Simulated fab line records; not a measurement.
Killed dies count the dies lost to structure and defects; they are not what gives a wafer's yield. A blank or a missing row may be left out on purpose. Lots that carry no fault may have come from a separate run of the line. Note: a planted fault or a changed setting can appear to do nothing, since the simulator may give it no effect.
fab line records	flow nandHarc
[record] lots = 11	wafers = 33	lastDay = 32
route steps=1302 shown A_STAIRCASE@734 END@1302
lots that met no fault: taken from a fault-free run of the same line
startH: hours from the record's opening day to when the first of the lot's shown wafers began	waitH: how many hours have passed since the lot's step before this one	" as in the row above	L1.1+2: one row covering several wafers at once	- no value present, or no start provided	* or withheld: withheld	< > ~ a bound
route shown NAME@n: a module of which the file shows steps, and the number in the route of the first	usual: the fault-free wafers' mean and standard deviation	same: alike in all rows	chamber/n: place in a boat	sites: per-site readings	_std_site: the standard deviation of these	_edge_site: mean of outer sites minus mean of inner sites	radiusMm: for every site, how far away it sits from the centre of the wafer	mask NAME#n: copy n	behind: the tool/chamber that last shaped the wafer	hold: cause of the lot's hold/its duration in hours/its outcome	device: the transistor (n, p or np) that didn't switch	end of line: tests run on the same wafers once the route is complete	step lacking rows: just its recipe	killed: not the wafer's yield, but the dies lost to structure and defects at the first sort	map: a wafer's dies, x killed, . not, _ none there
set.NAME: setting as actually run; set.NAME@STEP: the setting as run at that earlier step	model.NAME: the simulator's own value behind a step, which no gauge read
route steps across a sampled set of lots; one table per step, one row per wafer
services: when a tool's chamber went out of use (startH, in hours from the record's first day, below 0 if earlier), for how many hours, and the reason
[[steps]]
[step NHARC_A_STAIRCASE_TRIM_220]
[recipe] timeS = 211.2	o2FlowSccm = 500	arFlowSccm = 0	biasW = 0	chemistry = O2
[usual] drypumpMotorCurrentA = 5.6/0.38	o2FlowSccm = 499.7/1.5	oesProductAu = 0.996/0.011	rfVppV = 57.8/0.85	showerheadPlenumPTorr = 3.53/0.12	throttleValvePct = 17.037/0.0092
lot.wafer	tool	chamber	startH	waitH	drypumpMotorCurrentA	o2FlowSccm	oesProductAu	rfHoursCounterH	rfVppV	showerheadPlenumPTorr	throttleValvePct
L871.3	rieDiel-07	3	379.33	0.1	5.3	500.1	0.988	22	58.1	3.48	17.034
L871.5	"	2	"	"	5.2	495.8	1.000	-	59.1	3.66	17.046
L871.6	"	3	"	"	5.3	499.2	0.990	-	56.8	3.48	17.042
L868.1	rieDiel-07	0	383.92	0.1	6.2	498.3	0.978	22	58.4	3.73	17.022
L868.6	"	2	"	"	5.2	500.4	1.004	-	59.4	3.65	17.036
L868.5	"	3	"	"	5.3	496.1	0.984	-	59.4	3.48	17.038
L869.4	rieDiel-08	0	384.56	0.1	5.2	500.3	1.006	1	56.9	3.53	17.042
L869.6	"	2	"	"	5.4	501.4	1.006	-	58.0	3.51	17.057
L869.5	"	3	"	"	5.5	498.3	0.991	-	57.1	3.34	17.039
L874.1	rieDiel-07	3	410.60	0.1	5.3	500.1	0.986	33	57.2	3.48	17.032
L874.6	"	3	"	"	5.3	498.5	0.987	-	58.4	3.48	17.044
L874.5	"	0	"	"	6.2	499.6	0.993	-	58.9	3.73	17.021
L876.3	rieDiel-08	2	436.15	0.1	5.4	502.1	1.009	15	57.3	3.50	17.035
L876.1	"	3	"	"	5.6	503.5	0.993	23	57.5	3.33	17.037
L876.6	"	0	"	"	5.2	500.3	1.008	-	58.0	3.53	17.028
L877.1	rieDiel-07	3	449.14	0.1	5.3	503.0	0.989	41	57.4	3.47	17.037
L877.3	"	0	"	"	6.2	500.0	0.979	38	58.4	3.72	17.049
L877.4	"	0	"	"	6.2	499.9	0.988	-	56.8	3.72	17.031
L878.1	rieDiel-06	1	463.26	0.1	5.7	498.2	0.993	57	57.4	3.48	17.048
L878.3	"	3	"	"	5.9	499.5	0.979	55	56.9	3.48	17.044
L878.2	"	0	"	"	5.5	497.6	0.993	55	58.9	3.71	17.028
L879.3	rieDiel-08	3	463.94	0.1	5.6	500.3	0.990	33	58.2	3.32	17.028
L879.6	"	2	"	"	5.4	498.1	1.011	-	57.1	3.49	17.031
L879.5	"	3	"	"	5.5	498.5	0.982	-	57.1	3.32	17.045
L880.2	rieDiel-06	0	469.09	0.1	5.5	500.3	0.988	57	60.2	3.71	17.039
L880.5	"	0	"	"	5.5	500.7	0.981	-	58.5	3.71	17.028
L880.6	"	1	"	"	5.7	500.7	1.000	-	58.0	3.48	17.033
L887.4	rieDiel-06	0	543.02	0.1	5.5	501.6	0.981	15	56.9	3.70	17.053
L887.5	"	3	"	"	5.9	500.1	0.986	-	58.9	3.47	17.049
L887.6	"	0	"	"	5.5	501.8	0.981	-	58.0	3.70	17.038
L888.4	rieDiel-06	3	567.42	0.1	5.9	500.7	0.998	21	58.7	3.47	17.035
L888.2	"	0	"	"	5.5	498.9	0.987	20	57.5	3.69	17.044
L888.1	"	1	"	"	5.7	501.1	1.010	24	58.4	3.46	17.039
[step NHARC_A_STAIRCASE_ETCH_223]
[recipe] targetDepthA = 1000	timeS = 40.5	ionEnergyEv = 400	c4f8FlowSccm = 20	o2FlowSccm = 10	arFlowSccm = withheld	rfW = 600	biasW = 1000	chemistry = C4F8/O2
[usual] oesProductAu = 0.939/0.012	rfFwdPowerW = 592/3.7	rfVppV = 896/4.4
lot.wafer	tool	chamber	startH	waitH	oesProductAu	rfFwdPowerW	rfHoursCounterH	rfVppV
L871.3	rieDiel-07	3	379.72	-	0.942	589	22	895
L871.5	"	0	"	"	0.959	596	-	902
L871.6	"	1	"	"	0.945	595	-	897
L868.1	rieDiel-07	0	384.29	-	0.940	594	22	903
L868.5	"	1	"	"	0.956	594	-	899
L868.6	"	2	"	"	0.955	597	-	900
L869.4	rieDiel-08	1	384.92	-	0.970	597	1	897
L869.5	"	3	"	"	0.945	591	-	888
L869.6	"	0	"	"	0.960	588	-	896
L874.1	rieDiel-07	1	411.05	-	0.937	599	33	900
L874.5	"	0	"	"	0.921	596	-	902
L874.6	"	1	"	"	0.942	594	-	901
L876.3	rieDiel-08	2	436.86	-	0.956	597	15	896
L876.1	"	0	"	"	0.940	592	14	894
L876.6	"	1	"	"	0.947	595	-	898
L877.1	rieDiel-07	3	449.81	-	0.927	591	41	894
L877.3	"	0	"	"	0.919	595	38	904
L877.4	"	1	"	"	0.928	594	40	899
L878.3	rieDiel-06	0	463.71	-	0.931	592	55	903
L878.2	"	1	"	"	0.948	590	57	895
L878.1	"	3	"	"	0.938	588	55	895
L879.3	rieDiel-08	1	464.68	-	0.970	596	32	899
L879.6	"	2	"	"	0.946	593	-	896
L879.5	"	3	"	"	0.919	590	-	888
L880.2	rieDiel-06	0	469.55	-	0.930	592	57	902
L880.6	"	1	"	"	0.947	589	-	894
L880.5	"	0	"	"	0.933	590	-	903
L887.4	rieDiel-06	2	543.41	-	1.149	831	19	891
L887.5	"	3	"	"	1.146	822	-	893
L887.6	"	0	"	"	1.128	832	-	903
L888.2	rieDiel-06	1	567.81	-	1.175	830	24	895
L888.1	"	2	"	"	1.154	832	25	892
L888.4	"	3	"	"	1.171	823	22	892
[step NHARC_A_STAIRCASE_TRIM_226]
[recipe] timeS = 211.2	o2FlowSccm = 500	arFlowSccm = 0	biasW = 0	chemistry = O2
[usual] drypumpMotorCurrentA = 5.6/0.4	o2FlowSccm = 499.8/1.6	oesProductAu = 0.997/0.012	rfVppV = 57.8/0.87	showerheadPlenumPTorr = 3.53/0.11	throttleValvePct = 17.037/0.0092
lot.wafer	tool	chamber	startH	waitH	drypumpMotorCurrentA	o2FlowSccm	oesProductAu	rfHoursCounterH	rfVppV	showerheadPlenumPTorr	throttleValvePct
L871.3	rieDiel-07	2	-	-	5.2	501.2	0.993	24	57.1	3.66	17.052
L871.5	"	2	"	"	5.3	499.0	0.987	-	59.0	3.66	17.048
L871.6	"	3	"	"	5.3	500.5	0.980	-	59.7	3.48	17.025
L868.1	rieDiel-07	1	-	-	5.1	499.8	0.995	23	58.0	3.62	17.026
L868.6	"	3	"	"	5.3	497.9	0.976	-	56.8	3.48	17.046
L868.5	"	0	"	"	6.2	498.7	0.991	-	58.3	3.73	17.038
L869.4	rieDiel-08	0	-	-	5.2	498.9	1.006	1	58.2	3.53	17.043
L869.6	"	1	"	"	5.7	503.5	1.013	-	56.9	3.59	17.037
L869.5	"	2	"	"	5.4	498.1	1.003	-	59.5	3.50	17.032
L874.1	rieDiel-07	2	-	-	5.2	499.5	0.985	35	58.1	3.65	17.041
L874.5	"	2	"	"	5.3	498.4	0.988	-	56.3	3.65	17.029
L874.6	"	3	"	"	5.3	498.5	0.989	-	56.8	3.48	17.036
L876.1	rieDiel-08	0	-	-	5.2	500.6	0.987	14	59.1	3.52	17.025
L876.3	"	1	"	"	5.8	497.6	1.025	18	58.7	3.58	17.025
L876.6	"	3	"	"	5.6	499.6	0.981	-	59.3	3.33	17.041
L877.1	rieDiel-07	3	-	-	5.3	498.8	0.992	42	58.0	3.47	17.029
L877.4	"	0	"	"	6.2	501.2	0.987	39	58.5	3.72	17.043
L877.3	"	2	"	"	5.2	499.6	1.004	46	57.0	3.64	17.025
L878.2	rieDiel-06	1	-	-	5.7	498.4	1.016	57	57.5	3.48	17.039
L878.3	"	3	"	"	5.9	497.4	0.992	55	58.2	3.48	17.022
L878.1	"	0	"	"	5.5	499.8	1.001	56	59.1	3.71	17.018
L879.3	rieDiel-08	3	-	-	5.5	499.8	0.982	33	57.5	3.32	17.039
L879.5	"	1	"	"	5.7	499.5	1.025	-	57.7	3.57	17.032
L879.6	"	2	"	"	5.4	499.9	1.006	-	58.8	3.49	17.035
L880.2	rieDiel-06	3	-	-	5.9	502.0	0.997	57	57.7	3.48	17.028
L880.6	"	0	"	"	5.5	499.6	0.989	-	58.2	3.71	17.029
L880.5	"	1	"	"	5.7	497.5	1.001	-	56.3	3.48	17.035
L887.4	rieDiel-06	1	-	-	5.7	499.6	1.011	18	57.5	3.47	17.035
L887.6	"	1	"	"	5.7	497.0	1.007	-	58.1	3.47	17.043
L887.5	"	2	"	"	6.6	500.7	0.991	-	57.0	3.43	17.038
L888.4	rieDiel-06	1	-	-	5.7	499.8	1.015	24	58.6	3.46	17.025
L888.1	"	2	"	"	6.6	499.3	0.989	25	57.2	3.42	17.024
L888.2	"	0	"	"	5.5	500.5	0.981	20	57.5	3.69	17.046
[step NHARC_A_STAIRCASE_TRIM_233]
[recipe] timeS = 211.2	o2FlowSccm = 500	arFlowSccm = 0	biasW = 0	chemistry = O2
[usual] drypumpMotorCurrentA = 5.7/0.44	o2FlowSccm = 500.1/1.6	oesProductAu = 0.996/0.012	rfVppV = 57.9/0.88	showerheadPlenumPTorr = 3.53/0.11	throttleValvePct = 17.036/0.0091
lot.wafer	tool	chamber	startH	waitH	drypumpMotorCurrentA	o2FlowSccm	oesProductAu	rfHoursCounterH	rfVppV	showerheadPlenumPTorr	throttleValvePct
L871.3	rieDiel-06	3	-	-	5.9	500.5	0.990	22	58.4	3.50	17.033
L871.6	"	0	"	"	5.5	501.6	0.992	-	58.4	3.73	17.040
L871.5	"	1	"	"	5.7	500.9	1.011	-	56.5	3.50	17.041
L868.1	rieDiel-06	3	-	-	5.9	502.8	1.000	23	58.5	3.50	17.032
L868.5	"	3	"	"	5.9	502.3	1.001	-	57.9	3.50	17.034
L868.6	"	0	"	"	5.5	501.0	0.998	-	58.2	3.73	17.031
L869.4	rieDiel-08	2	-	-	5.4	499.2	1.009	2	57.7	3.51	17.020
L869.5	"	3	"	"	5.5	500.1	0.978	-	56.1	3.34	17.044
L869.6	"	0	"	"	5.2	499.4	1.013	-	58.4	3.53	17.044
L874.1	rieDiel-07	1	-	-	5.0	498.0	0.997	33	57.8	3.61	17.031
L874.5	"	3	"	"	5.3	500.1	0.992	-	57.7	3.48	17.051
L874.6	"	0	"	"	6.2	498.9	0.983	-	59.7	3.73	17.045
L876.1	rieDiel-08	0	-	-	5.2	498.8	1.003	15	58.9	3.53	17.029
L876.3	"	1	"	"	5.7	500.7	1.012	18	57.9	3.58	17.025
L876.6	"	1	"	"	5.7	497.9	1.018	-	56.7	3.58	17.037
L877.4	rieDiel-07	3	-	-	5.3	498.9	0.987	42	57.2	3.47	17.041
L877.3	"	1	"	"	5.1	499.7	1.003	41	59.6	3.61	17.021
L877.1	"	2	"	"	5.2	500.4	0.993	46	58.8	3.64	17.035
L878.2	rieDiel-06	0	-	-	5.5	497.0	0.991	56	56.9	3.71	17.040
L878.1	"	1	"	"	5.7	500.5	1.007	58	58.7	3.48	17.036
L878.3	"	3	"	"	5.9	499.0	0.994	56	57.6	3.48	17.053
L879.3	rieDiel-08	0	-	-	5.2	500.1	1.008	25	58.0	3.52	17.038
L879.6	"	2	"	"	5.4	503.1	1.013	-	58.5	3.49	17.047
L879.5	"	3	"	"	5.5	500.8	0.991	-	56.7	3.32	17.016
L880.2	rieDiel-07	2	-	-	5.2	503.5	0.990	52	58.8	3.64	17.046
L880.5	"	3	"	"	5.3	498.1	0.987	-	57.2	3.47	17.048
L880.6	"	0	"	"	6.2	500.8	0.984	-	58.1	3.72	17.044
L887.4	rieDiel-06	0	-	-	5.5	499.5	0.981	16	57.8	3.69	17.015
L887.6	"	1	"	"	5.7	503.3	1.012	-	58.5	3.47	17.038
L887.5	"	2	"	"	6.6	499.9	0.995	-	57.0	3.43	17.046
L888.4	rieDiel-08	1	-	-	5.7	498.5	1.001	3	58.5	3.56	17.040
L888.2	"	2	"	"	5.4	500.4	0.992	3	59.1	3.47	17.047
L888.1	"	3	"	"	5.6	500.1	0.995	3	56.5	3.30	17.032
[step NHARC_END_SORT_01]
[recipe] tempC = 25
[usual] killedAtArray = 58/20	killedAtOther = 1.0/1.2	killedAtPeriphery = 4.1/3	killedDies = 63/20	killedOpen = 3.2/1.7	killedShort = 2.5/1.5
[same] grossDies = 677
lot.wafer	tool	chamber	startH	waitH	killedAtArray	killedAtOther	killedAtPeriphery	killedDies	killedOpen	killedShort
L871.3	prober-01	0	589.14	3.1	64	3	8	75	2	3
L871.5	prober-01	0	590.75	3.7	41	0	6	47	6	4
L871.6	prober-01	0	591.55	4.0	51	1	5	57	2	3
L868.1	prober-02	0	591.29	2.5	56	1	1	58	1	3
L868.5	prober-02	0	594.46	3.7	67	2	2	71	4	1
L868.6	prober-02	0	595.25	4.0	65	0	3	68	0	1
L874.1	prober-02	0	605.02	2.5	29	2	1	32	1	4
L874.5	prober-02	0	608.20	3.7	28	1	2	31	4	4
L874.6	prober-02	0	608.99	4.0	21	1	7	29	9	2
L878.1	prober-01	0	658.84	2.5	63	2	6	71	2	4
L878.2	prober-01	0	659.64	2.8	59	3	10	72	5	1
L878.3	prober-01	0	660.44	3.1	65	1	7	73	6	1
L879.3	prober-01	0	669.10	3.1	67	0	7	74	1	2
L879.5	prober-01	0	670.69	3.7	74	0	9	83	3	2
L879.6	prober-01	0	671.48	4.0	66	2	4	72	0	2
L887.4	prober-01	0	744.04	3.4	673	0	4	677	5	4
L887.5	prober-01	0	744.84	3.7	673	3	1	677	1	4
L887.6	prober-01	0	745.63	4.0	672	2	3	677	5	2
L888.1	prober-02	0	768.43	2.5	665	4	8	677	1	3
L888.2	prober-02	0	769.23	2.8	670	1	6	677	4	2
L888.4	prober-02	0	770.84	3.4	668	3	6	677	2	0
// killed by level:class
L871.3 A_CHANNEL_HOLE_D1:chamberFilmFlake=29 A_CHANNEL_HOLE_D2:chamberFilmFlake=25 P_M1:chamberFilmFlake=4 A_CONTACT:chamberFilmFlake=4 THIN_TSV:chamberFilmFlake=3 P_STI:chamberFilmFlake=2 P_M0:geometricParticle:short=1 A_SOURCE_PLATE:geometricParticle:short=1
L871.5 A_CHANNEL_HOLE_D2:chamberFilmFlake=14 A_CHANNEL_HOLE_D1:chamberFilmFlake=13 A_DECK1_JOINT:chamberFilmFlake=3 A_CHANNEL_FILL_D2:geometricParticle:open=2 A_CONTACT:chamberFilmFlake=2 P_GATE:geometricParticle:open=1 P_CONTACT:geometricParticle:open=1 P_M0:geometricParticle:open=1
L868.1 A_SLIT:chamberFilmFlake=25 A_CHANNEL_HOLE_D1:chamberFilmFlake=19 A_CHANNEL_HOLE_D2:chamberFilmFlake=5 A_CONTACT:chamberFilmFlake=2 A_ONON_D1:geometricParticle:short=1 A_CHANNEL_HOLE_D1:geometricParticle:short=1 A_CHANNEL_FILL_D2:geometricParticle:short=1 P_STI:chamberFilmFlake=1
L871.6 A_CHANNEL_HOLE_D2:chamberFilmFlake=22 A_CHANNEL_HOLE_D1:chamberFilmFlake=16 A_CONTACT:chamberFilmFlake=4 P_M1:chamberFilmFlake=3 A_WL_FILL:chamberFilmFlake=2 P_GATE:geometricParticle:open=1 A_CHANNEL_HOLE_D1:geometricParticle:short=1 A_ONON_D2:geometricParticle:short=1
L868.5 A_CHANNEL_HOLE_D1:chamberFilmFlake=26 A_SLIT:chamberFilmFlake=24 A_CHANNEL_HOLE_D2:chamberFilmFlake=9 A_CONTACT:chamberFilmFlake=3 THIN_TSV:chamberFilmFlake=2 P_M0:geometricParticle:open=1 A_CHANNEL_HOLE_D1:geometricParticle:open=1 A_CHANNEL_FILL_D1:geometricParticle:open=1
L868.6 A_SLIT:chamberFilmFlake=26 A_CHANNEL_HOLE_D1:chamberFilmFlake=21 A_CHANNEL_HOLE_D2:chamberFilmFlake=15 P_STI:chamberFilmFlake=2 A_WL_FILL:geometricParticle:short=1 P_GATE:chamberFilmFlake=1 A_STAIRCASE:chamberFilmFlake=1 A_SGD_CUT:chamberFilmFlake=1
L874.1 A_CHANNEL_HOLE_D2:chamberFilmFlake=12 A_CONTACT:chamberFilmFlake=9 A_CHANNEL_HOLE_D1:chamberFilmFlake=3 THIN_TSV:chamberFilmFlake=2 A_ONON_D2:geometricParticle:short=1 A_WL_FILL:geometricParticle:short=1 A_M0:geometricParticle:open=1 A_M0:geometricParticle:short=1
L874.5 A_CHANNEL_HOLE_D2:chamberFilmFlake=9 A_CONTACT:chamberFilmFlake=7 A_CHANNEL_HOLE_D1:chamberFilmFlake=2 P_M0:geometricParticle:open=1 A_DECK1_JOINT:geometricParticle:short=1 A_CHANNEL_FILL_D2:geometricParticle:open=1 A_CHANNEL_FILL_D2:geometricParticle:short=1 A_SGD_CUT:geometricParticle:short=1
L874.6 A_CHANNEL_HOLE_D2:chamberFilmFlake=9 P_CONTACT:geometricParticle:open=3 A_CHANNEL_HOLE_D1:chamberFilmFlake=3 P_M0:geometricParticle:open=2 A_M0:geometricParticle:open=2 A_CONTACT:chamberFilmFlake=2 A_CHANNEL_FILL_D1:geometricParticle:short=1 A_ONON_D2:geometricParticle:open=1
L878.1 A_SLIT:chamberFilmFlake=38 A_CHANNEL_HOLE_D1:chamberFilmFlake=6 A_CONTACT:chamberFilmFlake=6 P_ZERO_WELL:chamberFilmFlake=3 A_CHANNEL_HOLE_D2:chamberFilmFlake=3 A_STAIRCASE:chamberFilmFlake=3 THIN_TSV:chamberFilmFlake=2 P_M1:geometricParticle:open=1
L878.2 A_SLIT:chamberFilmFlake=33 A_CHANNEL_HOLE_D1:chamberFilmFlake=7 A_CONTACT:chamberFilmFlake=6 P_ZERO_WELL:chamberFilmFlake=5 A_CHANNEL_HOLE_D2:chamberFilmFlake=5 THIN_TSV:chamberFilmFlake=3 P_CONTACT:geometricParticle:open=2 P_GATE:chamberFilmFlake=2
L878.3 A_SLIT:chamberFilmFlake=35 A_CHANNEL_HOLE_D2:chamberFilmFlake=6 A_CHANNEL_HOLE_D1:chamberFilmFlake=6 A_STAIRCASE:chamberFilmFlake=6 P_ZERO_WELL:chamberFilmFlake=4 A_CONTACT:chamberFilmFlake=4 A_CHANNEL_FILL_D2:geometricParticle:open=2 P_GATE:chamberFilmFlake=2
L879.3 A_SLIT:chamberFilmFlake=30 A_CHANNEL_HOLE_D2:chamberFilmFlake=17 A_CONTACT:chamberFilmFlake=8 A_CHANNEL_HOLE_D1:chamberFilmFlake=6 P_GATE:geometricParticle:short=2 P_STI:chamberFilmFlake=2 P_M2:chamberFilmFlake=2 A_DECK1_JOINT:chamberFilmFlake=2
L879.5 A_SLIT:chamberFilmFlake=40 A_CHANNEL_HOLE_D2:chamberFilmFlake=16 A_CHANNEL_HOLE_D1:chamberFilmFlake=9 A_CONTACT:chamberFilmFlake=5 P_STI:chamberFilmFlake=3 A_M0:geometricParticle:open=2 P_M2:chamberFilmFlake=2 P_GATE:geometricParticle:open=1
L879.6 A_SLIT:chamberFilmFlake=36 A_CHANNEL_HOLE_D2:chamberFilmFlake=15 A_CONTACT:chamberFilmFlake=8 P_STI:chamberFilmFlake=3 A_CHANNEL_HOLE_D1:chamberFilmFlake=2 A_DECK1_JOINT:chamberFilmFlake=2 A_DECK1_JOINT:geometricParticle:short=1 STARTING-WAFER:geometricParticle:short=1
L887.4 A_STAIRCASE:areaEtch=584 A_CHANNEL_HOLE_D2:chamberFilmFlake=32 A_CHANNEL_HOLE_D1:chamberFilmFlake=29 A_SLIT:chamberFilmFlake=13 A_CONTACT:chamberFilmFlake=4 P_GATE:chamberFilmFlake=3 A_CHANNEL_FILL_D1:geometricParticle:short=2 A_WL_FILL:geometricParticle:short=2
L887.5 A_STAIRCASE:areaEtch=606 A_CHANNEL_HOLE_D1:chamberFilmFlake=23 A_CHANNEL_HOLE_D2:chamberFilmFlake=22 A_SLIT:chamberFilmFlake=9 A_CONTACT:chamberFilmFlake=7 THIN_TSV:chamberFilmFlake=3 A_WL_FILL:geometricParticle:short=2 A_M0:geometricParticle:open=1
L887.6 A_STAIRCASE:areaEtch=595 A_CHANNEL_HOLE_D1:chamberFilmFlake=31 A_CHANNEL_HOLE_D2:chamberFilmFlake=27 A_SLIT:chamberFilmFlake=8 A_CONTACT:chamberFilmFlake=4 A_CHANNEL_FILL_D1:geometricParticle:short=2 P_GATE:chamberFilmFlake=2 THIN_TSV:chamberFilmFlake=2
L888.1 A_STAIRCASE:areaEtch=590 A_SLIT:chamberFilmFlake=34 A_CHANNEL_HOLE_D2:chamberFilmFlake=27 P_GATE:chamberFilmFlake=4 P_M1:chamberFilmFlake=4 THIN_TSV:chamberFilmFlake=4 A_CHANNEL_HOLE_D1:unspecified=2 A_STAIRCASE:chamberFilmFlake=2
L888.2 A_STAIRCASE:areaEtch=588 A_SLIT:chamberFilmFlake=36 A_CHANNEL_HOLE_D2:chamberFilmFlake=35 P_M1:chamberFilmFlake=3 A_CHANNEL_FILL_D1:chamberFilmFlake=2 P_GATE:geometricParticle:open=1 A_DECK1_JOINT:geometricParticle:open=1 A_ONON_D2:geometricParticle:short=1
L888.4 A_STAIRCASE:areaEtch=590 A_SLIT:chamberFilmFlake=39 A_CHANNEL_HOLE_D2:chamberFilmFlake=29 P_M1:chamberFilmFlake=5 A_CONTACT:chamberFilmFlake=4 THIN_TSV:chamberFilmFlake=3 P_GATE:geometricParticle:open=1 A_CHANNEL_FILL_D2:geometricParticle:open=1
[[services]]
tool	chamber	startH	hours	kind
rieDiel-06	2	355.50	4.1	repair
rieDiel-06	0	365.83	-	clean
rieDiel-06	1	365.83	-	clean
rieDiel-06	2	365.83	-	clean
rieDiel-06	3	365.83	-	clean
rieDiel-08	-	371.10	9.0	pm
rieDiel-06	0	392.33	-	clean
rieDiel-06	1	392.33	-	clean
rieDiel-06	2	392.33	-	clean
rieDiel-06	3	392.33	-	clean
rieDiel-08	2	393.50	11.2	repair
rieDiel-08	0	393.82	3.0	repair
rieDiel-08	1	416.73	3.3	repair
rieDiel-06	0	416.83	-	clean
rieDiel-06	1	416.83	-	clean
rieDiel-06	2	416.83	-	clean
rieDiel-06	3	416.83	-	clean
rieDiel-07	1	442.29	7.0	repair
rieDiel-07	-	471.29	9.0	pm
rieDiel-06	-	484.74	9.0	pm
rieDiel-08	1	507.94	34.1	repair
rieDiel-08	-	510.07	0.4	repair
rieDiel-08	-	548.92	9.0	pm
rieDiel-06	-	552.38	2.1	repair
[[key]]
[firstSign] step = NHARC_A_STAIRCASE_ETCH_223	reading = rfFwdPowerW	direction = up	sigmas = 64	usual = *	struck = *
[effect] step = NHARC_A_STAIRCASE_ETCH_223	reading = oesProductAu	direction = up	sigmas = 18	usual = 0.939	struck = 1.154
[effect] step = NHARC_END_SORT_01	reading = killedDies	direction = up	sigmas = 31	usual = 63	struck = 677
[moreKillsBornAt] NHARC_A_STAIRCASE_ETCH_223@rieDiel-06 = 3553
metAt NHARC_A_STAIRCASE_ETCH_223
struckLots L887,L888
laterRowsLeftOut L887.4,L887.5,L887.6,L888.1,L888.2,L888.4
testerLeftOut L887,L888
notActingAt NHARC_A_STAIRCASE_TRIM_220,NHARC_A_STAIRCASE_TRIM_226,NHARC_A_STAIRCASE_TRIM_233
onsetBetween 469.55 543.41
[fault] kind = processParameterDrift	tool = rieDiel-06	chamber = -	onsetH = 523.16	steps = NHARC_A_STAIRCASE_ETCH_223	channel = rfW	offset = *	shape = step	endH = 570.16	actsIn = *	stated = *
// testerLeftOut: of these lots the tester's yield and bins aren't shown, on N5 and GAA mostly nor the transistor test; their killed dies are dies lost to structure and defects alone, not to doping, threshold or leakage, so they don't give the yield
// laterRowsLeftOut: the simulator's readings of these wafers behind a module that went badly wrong aren't trusted and aren't shown, but for the sort
